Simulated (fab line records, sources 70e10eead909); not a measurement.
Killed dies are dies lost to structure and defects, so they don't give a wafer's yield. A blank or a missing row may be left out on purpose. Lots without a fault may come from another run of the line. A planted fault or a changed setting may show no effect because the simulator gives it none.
fab line records | flow nand_harc
record lots=12 wafers=36 last_day=34
route steps=1302 shown P_STI@109 P_GATE@148 END@1302
lots that met no fault: from a run of the same line without faults
start_h: hours from the record's first day to the start of the lot's first wafer shown | wait_h: hours since the lot's step before | " the same as in the row above | L1.1+2: a row that stands for several wafers | - no value, or no start given | * or withheld: withheld | < > ~ a bound
route shown NAME@n: a module of which the file shows steps, and the number in the route of the first | usual: mean/standard deviation of fault-free wafers | same: alike in all rows | chamber/n: place in a boat | sites: the reading at each site | _std_site: their standard deviation | _edge_site: outer sites' mean less inner sites' | radius_mm: how far each site lies from the wafer's centre | mask NAME#n: copy n | behind: the tool/chamber that last shaped the wafer | hold: why the lot was held/for how many hours/how that ended | device: the transistor (n, p or np) that didn't switch | end of line: the same wafers' tests at the end of the route | a step without rows: its recipe alone | killed: dies lost to structure and defects at the first sort, not the wafer's yield | map: a wafer's dies, x killed, . not, _ none there
set.NAME: the setting as run; set.NAME@STEP: as run at that earlier step | model.NAME: the simulator's own value behind a step, which no gauge read
steps of the route over a sample of lots; a table a step, a row a wafer
services: from which hour (start_h, from the record's first day; less than 0 if before it) a tool's chamber was out of use, for how many hours, and why
## steps
# step NHARC_P_STI_INSPECT_25
# usual raw_defect_count=210/76
# columns lot.wafer tool chamber start_h wait_h raw_defect_count
L587.1 defect_inspect-01 - 76.28 0.4 173
L587.3 " - " " 207
L587.5 " - " " 205
L589.1 defect_inspect-01 - 90.91 0.4 134
L589.4 " - " " 207
L589.6 " - " " 168
L590.3 defect_inspect-02 - 103.38 0.4 183
L590.5 " - " " 201
L590.6 " - " " 236
L591.3 defect_inspect-01 - 111.96 0.4 260
L591.4 " - " " 380
L591.6 " - " " 364
L592.1 defect_inspect-02 - 119.00 0.4 220
L592.4 " - " " 206
L592.5 " - " " 186
L593.2 defect_inspect-01 - 132.67 0.4 227
L593.4 " - " " 220
L593.6 " - " " 74
L600.2 defect_inspect-01 - 201.55 0.4 172
L600.3 " - " " 168
L600.6 " - " " 91
L602.3 defect_inspect-01 - 219.63 0.4 300
L602.4 " - " " 161
L602.5 " - " " 280
L606.2 defect_inspect-01 - 263.15 0.4 270
L606.3 " - " " 221
L606.4 " - " " 290
L607.4 defect_inspect-01 - 270.72 0.4 181
L607.5 " - " " 220
L607.6 " - " " 258
L608.2 defect_inspect-01 - 285.42 0.4 115
L608.4 " - " " 283
L608.5 " - " " 227
L610.1 defect_inspect-01 - 301.78 0.4 343
L610.3 " - " " 175
L610.5 " - " " 209
# step NHARC_P_GATE_ETCH_114
# recipe target_depth_a=300 overetch_a=30 time_s=16.5 ion_energy_ev=100 cf4_flow_sccm=80 o2_flow_sccm=20 ar_flow_sccm=0 rf_w=300 bias_w=100 chemistry=CF4/O2
# usual drypump_motor_current_A=5.9/0.32 oes_ar_750_au=1.000/0.0046 oes_o_777_au=1.001/0.0047 oes_product_au=1.002/0.0095 rf_vpp_V=198.2/1.4 showerhead_plenum_p_Torr=1.35/0.048 throttle_valve_pct=13.396/0.0091
# same time_s=16.5
# columns lot.wafer tool chamber start_h wait_h drypump_motor_current_A oes_ar_750_au oes_o_777_au oes_product_au rf_hours_counter_h rf_vpp_V showerhead_plenum_p_Torr throttle_valve_pct
L587.3 rie_diel-07 3 - - 5.8 0.995 0.998 0.998 8 196.8 1.31 13.387
L587.1 " 2 " " 6.4 0.994 0.998 0.999 8 199.0 1.38 13.391
L587.5 " 0 " " 5.7 1.001 0.993 0.998 - 197.2 1.30 13.385
L589.4 rie_diel-11 0 - - 5.3 0.995 1.001 0.995 1 197.4 1.33 13.381
L589.1 " 1 " " 6.1 1.000 1.002 1.028 1 196.5 1.31 13.387
L589.6 " 0 " " 5.3 1.000 0.997 1.011 - 197.1 1.33 13.389
L590.3 rie_diel-11 0 - - 5.3 0.997 1.001 1.017 2 198.8 1.33 13.384
L590.6 " 1 " " 6.1 1.000 1.005 1.025 - 196.1 1.31 13.393
L590.5 " 3 " " 5.5 1.007 1.001 1.001 - 198.6 1.44 13.406
L591.4 rie_diel-07 3 - - 5.7 1.002 0.996 1.006 0 197.6 1.30 13.397
L591.3 " 1 " " 6.4 1.000 0.998 1.000 0 196.2 1.30 13.396
L591.6 " 3 " " 5.7 1.002 0.997 1.003 - 197.7 1.31 13.392
L592.4 rie_diel-03 3 - - 6.0 1.003 1.003 0.998 1 198.1 1.40 13.388
L592.1 " 0 " " 5.9 0.989 1.008 0.995 1 196.3 1.30 13.382
L592.5 " 2 " " 5.7 0.997 0.995 0.996 - 198.8 1.37 13.398
L593.2 rie_diel-03 0 - - 5.9 1.001 0.998 1.007 1 197.1 1.30 13.377
L593.4 " 2 " " 5.7 0.998 0.999 1.006 - 200.4 1.37 13.387
L593.6 " 0 " " 5.9 0.996 0.999 1.012 - 196.7 1.30 13.405
L600.2 rie_diel-03 2 - - 5.8 1.009 1.003 1.009 6 198.8 1.37 13.410
L600.3 " 0 " " 5.8 1.014 0.993 1.002 4 197.3 1.30 13.410
L600.6 " 1 " " 5.8 1.004 1.000 0.992 - 198.2 1.35 13.390
L602.4 rie_diel-11 1 - - 6.1 1.005 1.005 1.022 8 197.6 1.31 13.367
L602.3 " 3 " " 5.5 1.006 0.993 0.991 8 201.8 1.44 13.397
L602.5 " 1 " " 6.1 1.000 1.006 1.024 - 196.5 1.31 13.409
L606.3 rie_diel-07 0 - - 5.8 0.994 0.999 0.998 11 196.1 1.30 13.398
L606.4 " 1 " " 6.4 0.999 1.001 1.008 10 196.6 1.30 13.400
L606.2 " 3 " " 5.8 0.998 1.001 0.998 8 198.1 1.30 13.396
L607.4 rie_diel-11 2 - - 6.4 0.999 0.996 1.014 3 199.9 1.42 13.397
L607.6 " 0 " " 5.3 0.995 1.001 0.993 - 199.1 1.33 13.397
L607.5 " 1 " " 6.2 1.004 1.005 0.998 - 197.5 1.31 13.395
L608.4 rie_diel-03 0 - - 5.8 0.994 1.005 1.015 2 195.7 1.30 13.383
L608.2 " 1 " " 5.7 0.999 1.006 1.003 2 200.1 1.35 13.406
L608.5 " 3 " " 5.9 0.997 1.003 1.014 - 198.5 1.40 13.409
L610.3 rie_diel-11 3 - - 5.5 0.998 1.004 1.007 4 198.6 1.44 13.406
L610.1 " 1 " " 6.2 0.996 0.998 0.998 3 198.0 1.31 13.390
L610.5 " 0 " " 5.3 0.999 0.997 1.003 - 199.3 1.33 13.396
# step NHARC_P_GATE_EXPOSE_56
# recipe na=0.6 target_cd_nm=720 dose_mj=14.81 mask_id=P_PSD
# same na=0.6
# columns lot.wafer tool chamber start_h wait_h mask
L587.1+3+5 krf_scanner-02 0 113.50 - P_PSD#0
L589.1+4+6 krf_scanner-03 0 126.98 - P_PSD#0
L590.3+5+6 krf_scanner-03 0 145.07 - P_PSD#0
L591.3+4+6 krf_scanner-03 0 150.05 - P_PSD#0
L592.1+4+5 krf_scanner-03 0 154.99 - P_HVN#0
L593.2+4+6 krf_scanner-02 0 170.70 - P_PSD#0
L600.2+3+6 krf_scanner-02 0 239.93 - P_PSD#0
L602.3+4+5 krf_scanner-03 0 257.66 - P_PSD#0
L606.2+3+4 krf_scanner-02 0 302.00 - P_PSD#0
L607.4+5+6 krf_scanner-03 0 314.49 - P_PSD#0
L608.2+4+5 krf_scanner-01 0 330.77 - P_PSD#0
L610.1+3+5 krf_scanner-02 0 341.47 - P_PSD#0
# step NHARC_P_GATE_CD_MEAS_59
# recipe target_cd_nm=720 landing_energy_ev=500
# usual cd_nm=720.6/2
# columns lot.wafer tool chamber start_h wait_h cd_nm
L587.1 cd_sem-03 0 113.66 - 721.5
L587.3 " 0 " " 717.1
L587.5 " 0 " " 719.0
L589.1 cd_sem-03 0 127.14 - 722.0
L589.4 " 0 " " 719.5
L589.6 " 0 " " 718.7
L590.3 cd_sem-02 0 145.22 - 721.8
L590.5 " 0 " " 721.8
L590.6 " 0 " " 723.5
L591.3 cd_sem-02 0 150.20 - 723.7
L591.4 " 0 " " 720.6
L591.6 " 0 " " 722.6
L592.1 cd_sem-03 0 155.15 - -
L592.4 " 0 " " -
L592.5 " 0 " " -
L593.2 cd_sem-02 0 170.86 - 722.7
L593.4 " 0 " " 718.7
L593.6 " 0 " " 718.3
L600.2 cd_sem-03 0 240.09 - 716.9
L600.3 " 0 " " 721.1
L600.6 " 0 " " 720.9
L602.3 cd_sem-03 0 257.81 - 721.5
L602.4 " 0 " " 718.4
L602.5 " 0 " " 721.0
L606.2 cd_sem-03 0 302.15 - 724.4
L606.3 " 0 " " 720.1
L606.4 " 0 " " 723.2
L607.4 cd_sem-03 0 314.64 - 720.4
L607.5 " 0 " " 722.1
L607.6 " 0 " " 719.6
L608.2 cd_sem-02 0 330.93 - 717.5
L608.4 " 0 " " 720.8
L608.5 " 0 " " 721.8
L610.1 cd_sem-03 0 341.63 - 716.7
L610.3 " 0 " " 717.8
L610.5 " 0 " " 720.2
# step NHARC_P_GATE_STRIP_113
# recipe power_w=1500 temp_c=110 time_s=740 chemistry=N2/H2
# usual drypump_motor_current_A=6.0/0.42 heater_power_w=83/3.5 temp_c=110.00/0.14
# same time_s=740
# columns lot.wafer tool chamber start_h wait_h drypump_motor_current_A heater_power_w rf_hours_counter_h temp_c
L587.1 plasma_asher-02 0 115.89 0.2 6.0 80 6 110.04
L587.3 " 1 " " 6.5 83 - 110.04
L587.5 " 0 " " 6.0 77 - 110.02
L589.1 plasma_asher-02 0 129.37 0.3 6.0 79 9 110.18
L589.4 " 0 " " 6.0 78 - 110.07
L589.6 " 0 " " 6.0 78 - 110.29
L590.3 plasma_asher-01 1 147.81 0.5 5.6 79 - 109.82
L590.5 " 0 " " 5.4 84 - 109.93
L590.6 " 1 " " 5.6 81 - 110.12
L591.3 plasma_asher-01 0 152.68 0.4 5.4 85 - 110.15
L591.4 " 1 " " 5.6 80 - 109.90
L591.6 " 0 " " 5.4 85 - 110.01
L592.1 plasma_asher-01 0 157.42 0.2 5.4 83 32 109.97
L592.4 " 0 " " 5.4 82 - 109.95
L592.5 " 0 " " 5.4 86 - 109.91
L593.2 plasma_asher-02 1 173.60 0.6 6.5 84 22 110.03
L593.4 " 0 " " 6.0 79 - 109.71
L593.6 " 1 " " 6.5 86 - 109.85
L600.2 plasma_asher-01 1 242.46 0.3 5.5 84 11 109.99
L600.3 " 1 " " 5.5 84 - 110.12
L600.6 " 1 " " 5.5 81 - 110.27
L602.4 plasma_asher-01 0 260.16 0.3 5.4 86 - 109.94
L602.3 " 1 " " 5.6 84 - 109.73
L602.5 " 1 " " 5.6 84 - 109.77
L606.2 plasma_asher-02 1 304.47 0.3 6.5 85 12 110.10
L606.3 " 1 " " 6.5 88 - 110.25
L606.4 " 0 " " 6.0 80 - 109.99
L607.4 plasma_asher-02 0 321.01 0.5 6.0 81 - 110.13
L607.6 " 1 " " 6.5 88 - 109.90
L607.5 " 0 " " 6.0 80 - 109.99
L608.2 plasma_asher-01 1 333.64 0.3 5.5 83 30 110.12
L608.4 " 1 " " 5.5 83 - 109.95
L608.5 " 0 " " 5.4 87 - 110.02
L610.1 plasma_asher-02 1 343.75 0.2 6.4 88 20 109.76
L610.3 " 1 " " 6.5 88 - 110.03
L610.5 " 1 " " 6.5 85 - 110.00
# step NHARC_END_SORT_01
# recipe temp_c=25
# usual killed_at_array=56/19 killed_at_other=1.0/1.3 killed_at_periphery=3.8/2.2 killed_dies=61/19 killed_open=3.1/1.9 killed_short=2.3/1.5
# same gross_dies=677
# columns lot.wafer tool chamber start_h wait_h killed_at_array killed_at_other killed_at_periphery killed_dies killed_open killed_short
L592.1 prober-01 0 600.59 2.5 43 0 634 677 3 1
L592.4 prober-01 0 602.96 3.4 49 4 624 677 3 3
L592.5 prober-01 0 603.75 3.7 45 0 632 677 1 2
# killed by level:class
L592.1 P_GATE:area_expose=630 A_CHANNEL_HOLE_D2:chamber_film_flake=31 A_CHANNEL_HOLE_D1:chamber_film_flake=5 A_CONTACT:chamber_film_flake=2 P_M2:geometric_particle:open=1 A_ONON_D2:geometric_particle:open=1 A_CHANNEL_FILL_D2:geometric_particle:open=1 A_M0:geometric_particle:short=1
L592.4 P_GATE:area_expose=619 A_CHANNEL_HOLE_D2:chamber_film_flake=34 THIN_TSV:chamber_film_flake=4 P_M2:chamber_film_flake=3 A_CHANNEL_FILL_D2:chamber_film_flake=3 A_CONTACT:chamber_film_flake=3 A_CHANNEL_HOLE_D1:chamber_film_flake=2 P_M0:geometric_particle:open=1
L592.5 P_GATE:area_expose=629 A_CHANNEL_HOLE_D2:chamber_film_flake=33 P_M2:chamber_film_flake=2 A_ZERO_WELL:chamber_film_flake=2 A_CHANNEL_HOLE_D1:chamber_film_flake=2 A_DECK1_JOINT:chamber_film_flake=2 A_CONTACT:chamber_film_flake=2 P_STI:geometric_particle:short=1
## services
# columns tool chamber start_h hours kind
rie_diel-11 - 78.53 9.0 pm
krf_scanner-02 - 94.00 4.0 pm
rie_diel-03 - 105.01 9.0 pm
rie_diel-11 3 115.96 2.5 repair
rie_diel-07 - 117.63 9.0 pm
rie_diel-11 1 121.85 6.4 repair
rie_diel-11 2 122.63 10.9 repair
rie_diel-03 1 155.59 4.8 repair
krf_scanner-03 - 156.08 2.3 repair
plasma_asher-01 - 165.00 9.0 pm
krf_scanner-03 - 166.41 0.2 repair
rie_diel-11 0 204.59 4.2 repair
rie_diel-03 0 209.83 7.8 repair
krf_scanner-03 - 224.02 4.0 pm
rie_diel-03 2 242.91 4.0 repair
plasma_asher-02 - 249.24 9.0 pm
rie_diel-11 - 255.53 9.0 pm
krf_scanner-02 - 266.00 4.0 pm
krf_scanner-02 - 271.11 2.0 repair
rie_diel-03 3 280.84 4.3 repair
rie_diel-03 - 282.01 9.0 pm
rie_diel-11 - 295.56 1.2 repair
rie_diel-11 2 309.67 11.1 repair
plasma_asher-01 - 342.00 9.0 pm
## key
first_sign step=NHARC_P_GATE_EXPOSE_56 reading=mask direction=changed
effect step=NHARC_P_GATE_CD_MEAS_59 reading=cd_nm direction=missing
effect step=NHARC_END_SORT_01 reading=killed_at_periphery direction=up sigmas=99+ usual=3.8 struck=630
more_kills_born_at NHARC_P_GATE_EXPOSE_56@krf_scanner-03=1878
met_at NHARC_P_GATE_EXPOSE_56
struck_lots L592
later_rows_left_out L592.1,L592.4,L592.5
tester_left_out L592
not_acting_at NHARC_P_STI_INSPECT_25,NHARC_P_GATE_ETCH_114,NHARC_P_GATE_STRIP_113
onset_between 150.05 154.99
fault kind=wrong_mask tool=any chamber=- onset_h=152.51 steps=NHARC_P_GATE_EXPOSE_56 aux_copy=P_HVN#0 scope=struck_lots_only
# tester_left_out: of these lots the tester's yield and bins aren't shown, on N5 and GAA mostly nor the transistor test; their killed dies are dies lost to structure and defects alone, not to doping, threshold or leakage, so they don't give the yield
# later_rows_left_out: the simulator's readings of these wafers behind a module that went badly wrong aren't trusted and aren't shown, but for the sort
